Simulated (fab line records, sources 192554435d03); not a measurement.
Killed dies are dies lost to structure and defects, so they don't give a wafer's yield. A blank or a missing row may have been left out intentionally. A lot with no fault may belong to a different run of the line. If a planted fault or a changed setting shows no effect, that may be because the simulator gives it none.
Matching of chambers -- flow n5Finfet -- N5_BEOL_M3_ETCH_63 on rieDiel-06 has 4 sister chambers
The step etches SiARC in CF4, target depth 15.6 nm, time 26 s. 8 wafers are shown with their chamber, then 10 later ones without.

== WAFERS PAIRED WITH THEIR CHAMBERS ==
wafer,chamber,showerheadPlenumPTorr (Torr),throttleValvePct (%)
L078.6,1,2.15,15.64
L080.3,1,2.15,15.64
L081.2,2,2.08,15.52
L083.1,0,2.13,16.09
L083.3,2,2.08,15.55
L083.4,3,2.04,15.92
L086.3,3,2.03,15.94
L086.4,0,2.13,16.08

== WAFERS WITH NO CHAMBER GIVEN ==
wafer,showerheadPlenumPTorr (Torr),throttleValvePct (%)
L086.5,2.15,15.65
L091.1,2.07,15.57
L091.5,2.03,15.95
L091.6,2.07,15.56
L095.1,2.03,15.96
L095.4,2.12,16.13
L095.5,2.03,15.96
L096.2,2.07,15.59
L096.4,2.03,15.98
L096.6,2.12,16.15

== CHAMBER TAKEN BY EACH ==
wafer,from the rows above,in truth
L086.5,1,1
L091.1,2,2
L091.5,3,3
L091.6,2,2
L095.1,3,3
L095.4,0,0
L095.5,3,3
L096.2,2,2
L096.4,3,3
L096.6,0,0
Placed correctly: 10 of 10. From these rows, 0 cannot be placed. 0 placed wrongly.
How it was worked out, from the rows above alone: a wafer's distance from a chamber is the root of the sum, over the readings, of the square of ((its reading less the chamber's mean) divided by the reading's scatter). The wafer belongs to the nearest chamber; if the next one is less than 2 further off, it can't be placed. For every chamber, the mean is computed from those of its wafers that are shown. The scatter: take each reading less its chamber's mean, square it, sum over the shown wafers, divide by the number of wafers less the number of chambers, and take the root.
